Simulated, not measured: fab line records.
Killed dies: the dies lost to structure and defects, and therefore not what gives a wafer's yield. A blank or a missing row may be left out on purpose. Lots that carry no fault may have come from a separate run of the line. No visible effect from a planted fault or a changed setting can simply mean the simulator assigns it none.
fab line records | flow nandHarc
record: lots: 12 wafers: 36 lastDay: 23
route steps=1159 shown A_M1@1052 A_BONDPAD@1084 THIN_TSV@1101 END@1159
lots that met no fault: taken from a fault-free run of the same line
startH: the number of hours between the record's first day and the start of the first shown wafer of the lot | waitH: hours since the lot's step before | " as in the row above | L1.1+2: several wafers, shown together as one row | - no value, or no start given | * or withheld: withheld | < > ~ a bound
route shown NAME@n: names a module that has steps shown in the file, with the first one's number in the route | usual: mean/standard deviation taken from wafers without a fault | same: alike in all rows | chamber/n: place in a boat | sites: readings site by site | _std_site: the values' standard deviation | _edge_site: outer sites' mean less inner sites' | radiusMm: how far each site lies from the wafer's centre | mask NAME#n: copy n | behind: tool/chamber where the wafer was last shaped | hold: reason for holding the lot/hours on hold/outcome of the hold | device: the transistor (n, p or np) that didn't switch | end of line: the tests these same wafers got at the end of their route | step lacking rows: just its recipe | killed: at the first sort, the dies lost to defects and structure; wafer yield is something else | map: a wafer's dies, x killed, . not, _ none there
set.NAME: the run value of the setting; set.NAME@STEP: its run value at that earlier step | model.NAME: the simulator's own value behind a step, which no gauge read
a sample of lots followed through the steps of the route, with each step as a table and each wafer as a row
services: from which hour (startH, from the record's first day; less than 0 if before it) a tool's chamber was out of use, for how many hours, and why
== steps ==
step: NHARC_A_M1_CMP_23
recipe: tOverpolishS: 20 targetThkNm: 154.34
usual: motorCurrentA: 12.0/1.1 timeToEndpointS: 29.3/2
columns lot.wafer tool chamber startH waitH motorCurrentA timeToEndpointS
L175.1 cmp-02 1 399.97 - 11.9 27.9
L175.6 " 0 " " 12.1 26.0
L175.5 " 1 " " 11.5 28.4
L178.1 cmp-04 2 409.79 - 10.5 27.9
L178.5 " 0 " " 10.5 28.6
L178.6 " 1 " " 10.6 29.5
L176.1 cmp-03 3 410.88 - 12.6 26.1
L176.2 " 0 " " 13.2 29.6
L176.4 " 2 " " 13.1 24.7
L180.1 cmp-04 3 412.11 - 10.9 29.2
L180.2 " 0 " " 9.9 28.5
L180.3 " 1 " " 11.6 28.5
L179.2 cmp-02 3 415.26 - 11.0 28.7
L179.1 " 0 " " 12.3 29.4
L179.6 " 2 " " 12.0 29.4
L177.2 cmp-04 1 417.37 - 11.3 30.3
L177.4 " 2 " " 10.9 29.0
L177.6 " 0 " " 10.0 30.2
L181.2 cmp-03 1 439.89 - 13.1 28.9
L181.5 " 3 " " 12.7 29.1
L181.6 " 0 " " 13.6 32.8
L184.4 cmp-02 2 462.87 - 12.3 33.6
L184.5 " 3 " " 11.1 32.3
L184.6 " 0 " " 13.1 30.8
L185.4 cmp-02 0 472.95 - 12.5 28.5
L185.1 " 1 " " 11.3 30.1
L185.6 " 2 " " 12.6 31.9
L186.2 cmp-03 1 473.38 - 13.0 29.1
L186.4 " 2 " " 12.7 26.7
L186.6 " 0 " " 13.5 30.8
L190.4 cmp-03 1 498.90 - 13.1 27.6
L190.3 " 0 " " 13.9 30.5
L190.6 " 2 " " 12.8 28.8
L194.1 cmp-04 3 516.42 - 11.5 31.5
L194.4 " 0 " " 10.2 30.6
L194.2 " 1 " " 11.0 31.0
step: NHARC_A_BONDPAD_PVD_17
recipe: targetThkA: 50 biasV: 168.6 powerW: 15000 chamberPressurePa: 0.12 timeS: 8.06 substrateTempC: 50 material: TaN
usual: biasV: 168.6/1.6 throttleValvePct: 30.2/1.1
same: timeS: 8.06
columns lot.wafer tool chamber startH waitH biasV throttleValvePct
L175.1 pvdSputter-03 - - - 170.7 30.5
L175.5 " - " " 170.3 28.6
L175.6 " - " " 166.6 29.8
L178.1 pvdSputter-03 - - - 167.6 30.5
L178.6 " - " " 168.9 30.5
L178.5 " - " " 168.5 30.3
L176.1 pvdSputter-03 - - - 167.6 30.0
L176.4 " - " " 171.0 30.6
L176.2 " - " " 168.9 29.0
L180.2 pvdSputter-03 - - - 172.0 30.3
L180.3 " - " " 169.5 30.6
L180.1 " - " " 169.2 28.6
L179.2 pvdSputter-02 - - - 169.9 27.9
L179.1 " - " " 165.8 30.3
L179.6 " - " " 168.9 28.0
L177.2 pvdSputter-02 - - - 166.2 30.1
L177.4 " - " " 169.0 29.8
L177.6 " - " " 166.3 30.2
L181.2 pvdSputter-02 - - - 168.1 30.8
L181.5 " - " " 168.8 28.0
L181.6 " - " " 166.4 29.6
L184.4 pvdSputter-01 - - - 168.9 29.7
L184.6 " - " " 168.7 31.1
L184.5 " - " " 168.4 31.4
L185.1 pvdSputter-03 - - - 169.3 31.4
L185.4 " - " " 172.8 31.0
L185.6 " - " " 169.7 30.6
L186.4 pvdSputter-02 - - - 166.7 27.8
L186.2 " - " " 168.7 30.2
L186.6 " - " " 168.8 30.0
L190.3 pvdSputter-03 - - - 167.6 30.3
L190.4 " - " " 165.9 31.3
L190.6 " - " " 169.7 30.4
L194.2 pvdSputter-02 - - - 166.7 30.0
L194.4 " - " " 169.8 30.1
L194.1 " - " " 170.3 30.8
step: NHARC_THIN_TSV_GRIND_00
recipe: targetThkUm: 6
usual: motorCurrentA: 11.998/0.02
columns lot.wafer tool chamber startH waitH hold motorCurrentA
L175.1 grinder-01 0 420.60 0.1 - 11.974
L175.5 " 0 " " - 11.973
L175.6 " 0 " " - 11.980
L178.1 grinder-01 0 427.68 0.1 - 12.013
L178.5 " 0 " " - 12.002
L178.6 " 0 " " - 11.995
L180.1 grinder-01 0 428.87 1.3 - 12.000
L180.2 " 0 " " - 11.998
L180.3 " 0 " " - 11.991
L179.1 grinder-01 0 430.05 2.5 - 11.980
L179.2 " 0 " " - 11.996
L179.6 " 0 " " - 11.997
L176.1 grinder-01 0 431.23 3.7 - 11.990
L176.2 " 0 " " - 11.969
L176.4 " 0 " " - 11.990
L177.2 grinder-01 0 435.69 0.3 - 12.016
L177.4 " 0 " " - 11.970
L177.6 " 0 " " - 12.012
L181.2 grinder-01 0 455.35 0.3 - 12.005
L181.5 " 0 " " - 12.005
L181.6 " 0 " " - 12.042
L184.4 grinder-01 0 484.60 6.3 awaitDispo/1.7h/release 11.983
L184.5 " 0 " " awaitDispo/1.7h/release 11.971
L184.6 " 0 " " awaitDispo/1.7h/release 11.995
L186.2 grinder-01 0 491.12 2.7 - 11.984
L186.4 " 0 " " - 11.985
L186.6 " 0 " " - 12.014
L185.1 grinder-01 0 493.12 4.6 awaitDispo/4.4h/release 12.005
L185.4 " 0 " " awaitDispo/4.4h/release 11.980
L185.6 " 0 " " awaitDispo/4.4h/release 12.015
L190.3 grinder-01 0 517.06 0.5 - 11.986
L190.4 " 0 " " - 12.020
L190.6 " 0 " " - 11.991
L194.1 grinder-01 0 532.16 0.1 - 11.979
L194.2 " 0 " " - 12.003
L194.4 " 0 " " - 12.018
step: NHARC_THIN_TSV_THK_MEAS_02
recipe: thkMeasGauge: ir
usual: thkNm: 2954/230
columns lot.wafer tool chamber startH waitH thkNm
L175.1 filmMetro-01 - 422.07 - 2980
L175.5 " - " " 3032
L175.6 " - " " 2811
L178.1 filmMetro-01 - 429.16 - 2652
L178.5 " - " " 2867
L178.6 " - " " 2633
L180.1 filmMetro-01 - 430.34 0.2 3145
L180.2 " - " " 3183
L180.3 " - " " 3008
L179.1 filmMetro-02 - 431.53 - 2834
L179.2 " - " " 2491
L179.6 " - " " 2574
L176.1 filmMetro-02 - 432.72 - 3419
L176.2 " - " " 3342
L176.4 " - " " 3428
L177.2 filmMetro-02 - 436.99 0.2 3049
L177.4 " - " " 3067
L177.6 " - " " 2519
L181.2 filmMetro-01 - 456.63 - 2796
L181.5 " - " " 2605
L181.6 " - " " 2929
L184.4 filmMetro-01 - 485.49 - 3090
L184.5 " - " " 3056
L184.6 " - " " 3140
L186.2 filmMetro-01 - 492.41 0.2 2645
L186.4 " - " " 2866
L186.6 " - " " 3204
L185.1 filmMetro-01 - 494.62 - 2910
L185.4 " - " " 2878
L185.6 " - " " 2905
L190.3 filmMetro-01 - 518.15 - 2788
L190.4 " - " " 2778
L190.6 " - " " 2918
L194.1 filmMetro-01 - 533.65 - 3449
L194.2 " - " " 3073
L194.4 " - " " 3108
step: NHARC_THIN_TSV_CD_MEAS_12
recipe: targetCdNm: 1000 landingEnergyEv: 500
usual: cdNm: 1000.1/1.5
columns lot.wafer tool chamber startH waitH cdNm
L175.1 cdSem-01 0 423.13 - 1002.3
L175.5 " 0 " " 1002.3
L175.6 " 0 " " 1003.4
L178.1 cdSem-01 0 430.22 - 1000.9
L178.5 " 0 " " 1002.2
L178.6 " 0 " " 1001.0
L180.1 cdSem-03 0 431.46 - 999.8
L180.2 " 0 " " 999.6
L180.3 " 0 " " 1001.4
L179.1 cdSem-03 0 432.59 - 996.6
L179.2 " 0 " " 1000.1
L179.6 " 0 " " 1000.2
L176.1 cdSem-03 0 433.78 - 998.3
L176.2 " 0 " " 999.4
L176.4 " 0 " " 998.0
L177.2 cdSem-02 0 438.05 - 1000.1
L177.4 " 0 " " 997.2
L177.6 " 0 " " 998.1
L181.2 cdSem-01 0 457.69 - 997.8
L181.5 " 0 " " 998.9
L181.6 " 0 " " 998.9
L184.4 cdSem-03 0 486.80 - 998.8
L184.5 " 0 " " 998.4
L184.6 " 0 " " 1000.1
L186.2 cdSem-01 0 493.47 - 999.6
L186.4 " 0 " " 997.7
L186.6 " 0 " " 997.4
L185.1 cdSem-02 0 495.56 - 999.3
L185.4 " 0 " " 1001.5
L185.6 " 0 " " 1000.2
L190.3 cdSem-02 0 519.20 - 1000.2
L190.4 " 0 " " 999.6
L190.6 " 0 " " 999.7
L194.1 cdSem-03 0 534.71 - 1001.7
L194.2 " 0 " " 1001.5
L194.4 " 0 " " 1002.9
step: NHARC_END_SORT_01
recipe: tempC: 25
usual: defectLimitedYield: 94.9/1.7 killedAtArray: 31/12 killedAtOther: 0.6/0.85 killedAtPeriphery: 3.0/2.3 killedDies: 35/12 killedOpen: 3.2/1.9 killedShort: 1.8/1.4 sort_bin_2_pct: 1.6/0.7 sort_bin_3_pct: 0.28/0.22 sort_bin_4_pct: 3.3/1.2 sortNPass: 642/12 sortRimYieldPct: 97.7/1.5 sortYieldPct: 94.9/1.7
same: grossDies: 677 sort_bin_5_pct[%]: 0 sort_bin_6_pct[%]: 0 sort_bin_7_pct[%]: 0 sort_bin_8_pct[%]: 0 sortRimNGross: 106.00
columns lot.wafer tool chamber startH waitH hold defectLimitedYield[%] killedAtArray killedAtOther killedAtPeriphery killedDies killedOpen killedShort sort_bin_2_pct[%] sort_bin_3_pct[%] sort_bin_4_pct[%] sortNPass sortRimYieldPct[%] sortYieldPct[%]
L175.1 prober-01 0 437.65 2.5 - 97.2 18 0 1 19 5 1 0.7 0 2.1 658 99.1 97.2
L175.5 prober-01 0 440.90 3.7 - 96.9 20 1 0 21 3 0 0.7 0 2.4 656 99.1 96.9
L175.6 prober-01 0 441.71 4.1 - 96.0 24 1 2 27 3 2 1.2 0 2.8 650 97.2 96.0
L178.1 prober-02 0 445.60 2.5 - 97.8 15 0 0 15 3 2 0.7 0 1.5 662 98.1 97.8
L178.5 prober-02 0 448.78 3.7 - 98.1 12 0 1 13 1 2 0.6 0.15 1.2 664 98.1 98.1
L178.6 prober-02 0 449.58 4.0 - 97.6 14 0 2 16 2 3 0.6 0 1.8 661 99.1 97.6
L176.1 prober-01 0 453.44 2.5 - 96.2 17 1 8 26 5 2 1.6 0.44 1.8 651 100.0 96.2
L176.2 prober-01 0 454.25 2.8 - 96.6 14 2 7 23 4 3 0.6 0.15 2.7 654 96.2 96.6
L176.4 prober-01 0 455.86 3.4 - 94.7 28 0 8 36 5 3 1.8 0.30 3.2 641 96.2 94.7
L181.2 prober-02 0 473.34 2.8 - 95.7 22 1 6 29 3 2 1.5 0.15 2.7 648 96.2 95.7
L181.5 prober-02 0 475.73 3.7 - 96.8 17 0 5 22 7 1 1.3 0 1.9 655 98.1 96.8
L181.6 prober-02 0 476.52 4.0 - 97.0 15 2 3 20 2 2 0.9 0.15 1.9 657 99.1 97.0
L184.4 prober-01 0 512.74 3.4 awaitDispo/1.9h/release 62.2 254 0 2 256 4 2 11.1 2.51 24.2 421 70.8 62.2
L184.5 prober-01 0 513.53 3.7 awaitDispo/1.9h/release 59.7 269 1 3 273 2 1 11.4 3.55 25.4 404 64.2 59.7
L184.6 prober-01 0 514.33 4.0 awaitDispo/1.9h/release 61.9 257 0 1 258 4 0 12.7 2.81 22.6 419 57.5 61.9
L185.1 prober-02 0 519.62 2.5 awaitDispo/5.7h/release 60.1 269 1 0 270 2 2 13.6 2.22 24.1 407 70.8 60.1
L185.4 prober-02 0 522.04 3.4 awaitDispo/5.7h/release 61.3 258 2 2 262 2 1 12.9 2.66 23.2 415 57.5 61.3
L185.6 prober-02 0 523.65 4.0 awaitDispo/5.7h/release 64.5 239 1 0 240 1 0 11.4 1.77 22.3 437 70.8 64.5
L190.3 prober-01 0 535.45 3.1 - 94.7 34 0 2 36 1 2 1.6 0.89 2.8 641 100.0 94.7
L190.4 prober-01 0 536.25 3.4 - 95.1 29 1 3 33 5 2 1.3 0.15 3.4 644 99.1 95.1
L190.6 prober-01 0 537.84 4.0 - 93.6 38 4 1 43 2 0 3.0 0.44 3.0 634 99.1 93.6
L194.1 prober-02 0 557.16 2.5 - 97.0 15 0 5 20 2 1 0.9 0.15 1.9 657 97.2 97.0
L194.2 prober-02 0 557.95 2.8 - 98.4 9 0 2 11 2 1 0.4 0.15 1.0 666 100.0 98.4
L194.4 prober-02 0 559.53 3.4 - 95.4 23 1 7 31 5 6 1.8 0 2.8 646 94.3 95.4
killed by level:class
L175.1 A_SLIT:chamberFilmFlake=7 A_STAIRCASE:chamberFilmFlake=3 A_BLC:chamberFilmFlake=2 P_M0:geometricParticle:open=1 A_ONON_D1:geometricParticle:open=1 A_CHANNEL_FILL_D1:geometricParticle:open=1 A_CHANNEL_FILL_D1:geometricParticle:short=1 A_SGD_CUT:geometricParticle:open=1
L175.5 A_SLIT:chamberFilmFlake=12 A_BLC:chamberFilmFlake=3 A_WL_FILL:geometricParticle:open=2 A_WL_FILL:chamberFilmFlake=2 A_CHANNEL_HOLE_D1:geometricParticle:open=1 THIN_TSV:chamberFilmFlake=1
L175.6 A_SLIT:chamberFilmFlake=10 A_BLC:chamberFilmFlake=7 A_CHANNEL_HOLE_D1:chamberFilmFlake=2 P_M0:geometricParticle:open=1 P_M1:geometricParticle:open=1 A_ONON_D1:geometricParticle:short=1 A_ONON_D1:geometricParticle:open=1 A_WL_FILL:geometricParticle:short=1
L178.1 A_STAIRCASE:chamberFilmFlake=3 A_WL_FILL:chamberFilmFlake=3 A_CHANNEL_HOLE_D1:chamberFilmFlake=2 A_CONTACT:chamberFilmFlake=2 A_CHANNEL_FILL_D1:geometricParticle:open=1 A_SGD_CUT:geometricParticle:short=1 A_WL_FILL:geometricParticle:short=1 A_CONTACT:geometricParticle:open=1
L178.5 A_CHANNEL_HOLE_D1:chamberFilmFlake=5 A_CONTACT:chamberFilmFlake=2 A_SGD_CUT:geometricParticle:short=1 A_WL_FILL:geometricParticle:short=1 A_M0:geometricParticle:open=1 P_GATE:chamberFilmFlake=1 A_STAIRCASE:chamberFilmFlake=1 A_SLIT:chamberFilmFlake=1
L178.6 A_CONTACT:chamberFilmFlake=3 A_BLC:chamberFilmFlake=3 A_CHANNEL_FILL_D1:geometricParticle:short=2 A_CONTACT:geometricParticle:open=2 P_GATE:chamberFilmFlake=2 A_CHANNEL_HOLE_D1:geometricParticle:short=1 A_CHANNEL_HOLE_D1:chamberFilmFlake=1 A_STAIRCASE:chamberFilmFlake=1
L176.1 A_SLIT:chamberFilmFlake=7 P_M0:chamberFilmFlake=4 A_BLC:geometricParticle:open=2 A_CHANNEL_HOLE_D1:chamberFilmFlake=2 A_BLC:chamberFilmFlake=2 P_M0:geometricParticle:open=1 A_ONON_D1:geometricParticle:short=1 A_SGD_CUT:geometricParticle:open=1
L176.2 A_SLIT:chamberFilmFlake=6 P_BONDPAD:chamberFilmFlake=3 P_M0:chamberFilmFlake=2 THIN_TSV:chamberFilmFlake=2 P_CONTACT:geometricParticle:open=1 P_M0:geometricParticle:open=1 A_ONON_D1:geometricParticle:open=1 A_CHANNEL_FILL_D1:geometricParticle:short=1
L176.4 A_SLIT:chamberFilmFlake=15 A_STAIRCASE:chamberFilmFlake=4 P_M0:chamberFilmFlake=3 A_BLC:chamberFilmFlake=3 P_CONTACT:geometricParticle:open=2 P_GATE:geometricParticle:open=1 P_CONTACT:geometricParticle:short=1 A_ONON_D1:geometricParticle:short=1
L181.2 A_STAIRCASE:chamberFilmFlake=8 A_CHANNEL_HOLE_D1:chamberFilmFlake=3 A_SLIT:chamberFilmFlake=3 A_CONTACT:chamberFilmFlake=3 P_GATE:chamberFilmFlake=2 P_M2:chamberFilmFlake=2 A_WL_FILL:chamberFilmFlake=2 P_STI:geometricParticle:short=1
L181.5 A_STAIRCASE:chamberFilmFlake=4 A_CONTACT:chamberFilmFlake=4 A_M0:geometricParticle:open=2 P_M2:chamberFilmFlake=2 P_CONTACT:geometricParticle:open=1 A_SOURCE_PLATE:geometricParticle:short=1 A_ONON_D1:geometricParticle:open=1 A_CONTACT:geometricParticle:open=1
L181.6 A_CHANNEL_HOLE_D1:chamberFilmFlake=6 A_STAIRCASE:chamberFilmFlake=4 A_SLIT:chamberFilmFlake=2 THIN_TSV:chamberFilmFlake=2 P_GATE:geometricParticle:short=1 P_M0:geometricParticle:open=1 A_CONTACT:geometricParticle:short=1 A_BLC:geometricParticle:open=1
L184.4 A_M1:unspecified=225 A_SLIT:chamberFilmFlake=9 A_CHANNEL_HOLE_D1:chamberFilmFlake=8 A_STAIRCASE:chamberFilmFlake=3 A_CONTACT:chamberFilmFlake=3 P_M2:geometricParticle:open=1 A_CHANNEL_FILL_D1:geometricParticle:open=1 A_SGD_CUT:geometricParticle:open=1
L184.5 A_M1:unspecified=238 A_CHANNEL_HOLE_D1:chamberFilmFlake=13 A_SLIT:chamberFilmFlake=12 A_STAIRCASE:chamberFilmFlake=2 A_CONTACT:chamberFilmFlake=2 P_CONTACT:geometricParticle:open=1 A_ONON_D1:geometricParticle:open=1 A_CONTACT:geometricParticle:short=1
L184.6 A_M1:unspecified=230 A_SLIT:chamberFilmFlake=10 A_CHANNEL_HOLE_D1:chamberFilmFlake=7 A_STAIRCASE:chamberFilmFlake=3 A_CONTACT:geometricParticle:open=2 A_WL_FILL:chamberFilmFlake=2 A_WL_FILL:geometricParticle:open=1 A_BLC:geometricParticle:open=1
L185.1 A_M1:unspecified=234 A_SLIT:chamberFilmFlake=15 A_CHANNEL_HOLE_D1:chamberFilmFlake=9 A_STAIRCASE:chamberFilmFlake=5 A_ONON_D1:geometricParticle:open=1 A_WL_FILL:geometricParticle:short=1 A_CONTACT:geometricParticle:open=1 A_CONTACT:geometricParticle:short=1
L185.4 A_M1:unspecified=232 A_CHANNEL_HOLE_D1:chamberFilmFlake=11 A_SLIT:chamberFilmFlake=8 A_STAIRCASE:chamberFilmFlake=3 A_WL_FILL:chamberFilmFlake=2 THIN_TSV:chamberFilmFlake=2 P_M0:geometricParticle:short=1 P_M0:geometricParticle:open=1
L185.6 A_M1:unspecified=212 A_SLIT:chamberFilmFlake=11 A_CHANNEL_HOLE_D1:chamberFilmFlake=10 A_WL_FILL:chamberFilmFlake=3 A_CONTACT:chamberFilmFlake=2 A_ONON_D1:geometricParticle:open=1 THIN_TSV:chamberFilmFlake=1
L190.3 A_CHANNEL_HOLE_D1:chamberFilmFlake=25 A_STAIRCASE:chamberFilmFlake=3 A_WL_FILL:chamberFilmFlake=3 P_M0:geometricParticle:short=1 A_CHANNEL_FILL_D1:geometricParticle:short=1 A_CONTACT:geometricParticle:open=1 P_M2:chamberFilmFlake=1 A_CONTACT:chamberFilmFlake=1
L190.4 A_CHANNEL_HOLE_D1:chamberFilmFlake=21 A_STAIRCASE:chamberFilmFlake=3 P_STI:geometricParticle:open=1 P_CONTACT:geometricParticle:open=1 P_BONDPAD:geometricParticle:open=1 A_SGD_CUT:geometricParticle:short=1 A_SGD_CUT:geometricParticle:open=1 A_WL_FILL:geometricParticle:short=1
L190.6 A_CHANNEL_HOLE_D1:chamberFilmFlake=29 A_STAIRCASE:chamberFilmFlake=4 THIN_TSV:chamberFilmFlake=3 A_WL_FILL:chamberFilmFlake=2 A_CONTACT:chamberFilmFlake=2 A_SGD_CUT:geometricParticle:open=1 STARTING-WAFER:geometricParticle:open=1 P_M0:chamberFilmFlake=1
L194.1 A_CHANNEL_HOLE_D1:chamberFilmFlake=7 P_CONTACT:chamberFilmFlake=5 A_CHANNEL_FILL_D1:chamberFilmFlake=2 A_ONON_D1:geometricParticle:open=1 A_M0:geometricParticle:open=1 A_M1:geometricParticle:short=1 A_ZERO_WELL:chamberFilmFlake=1 A_WL_FILL:chamberFilmFlake=1
L194.2 A_CHANNEL_HOLE_D1:chamberFilmFlake=4 A_STAIRCASE:chamberFilmFlake=2 P_M2:geometricParticle:open=1 A_CHANNEL_HOLE_D1:geometricParticle:open=1 A_M1:geometricParticle:short=1 P_CONTACT:chamberFilmFlake=1 A_WL_FILL:chamberFilmFlake=1
L194.4 A_CHANNEL_HOLE_D1:chamberFilmFlake=10 P_CONTACT:chamberFilmFlake=5 A_CHANNEL_FILL_D1:geometricParticle:short=2 A_WL_FILL:geometricParticle:open=2 P_CONTACT:geometricParticle:short=1 P_M1:geometricParticle:open=1 A_SOURCE_PLATE:geometricParticle:open=1 A_STAIRCASE:geometricParticle:short=1
== services ==
columns tool chamber startH hours kind
pvdSputter-02 - 392.00 10.0 pm
pvdSputter-03 - 397.46 2.7 repair
cmp-04 - 399.13 4.0 pm
cmp-04 - 403.13 - consumableReplace:conditioner
cmp-04 - 403.13 - consumableReplace:pad
cmp-02 - 422.50 4.0 pm
cmp-02 - 426.50 - consumableReplace:conditioner
cmp-02 - 426.50 - consumableReplace:pad
cmp-02 - 431.99 0.2 repair
pvdSputter-03 - 439.51 8.0 repair
cmp-04 - 446.39 1.4 repair
cmp-03 - 450.10 4.0 pm
pvdSputter-02 - 453.76 7.9 repair
cmp-03 - 454.10 - consumableReplace:conditioner
cmp-03 - 454.10 - consumableReplace:pad
pvdSputter-03 - 458.00 10.0 pm
cmp-02 - 461.72 0.9 repair
grinder-01 - 469.41 13.4 repair
cmp-04 - 488.82 4.6 repair
cmp-04 - 497.25 4.0 pm
grinder-01 - 512.65 1.4 repair
pvdSputter-01 - 514.04 10.0 pm
cmp-02 - 521.15 4.0 pm
cmp-02 - 525.86 1.1 repair
== key ==
firstSign: step: NHARC_END_SORT_01 reading: killedDies direction: up sigmas: 20 usual: 35 struck: 260
effect: step: NHARC_END_SORT_01 reading: defectLimitedYield direction: down sigmas: 20 usual: 94.9 struck: 61.6
moreKillsBornAt: NHARC_A_M1_CMP_23@cmp-02: 1371
metAt NHARC_A_M1_CMP_23
struckLots L184,L185
notActingAt NHARC_A_BONDPAD_PVD_17,NHARC_THIN_TSV_THK_MEAS_02,NHARC_THIN_TSV_CD_MEAS_12
onsetBetween 415.26 462.87
fault: kind: chamberParticleSource tool: cmp-02 chamber: - onsetH: 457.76 steps: NHARC_A_M1_CMP_23 ratePerVisitCm2: 0.45936 endH: 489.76
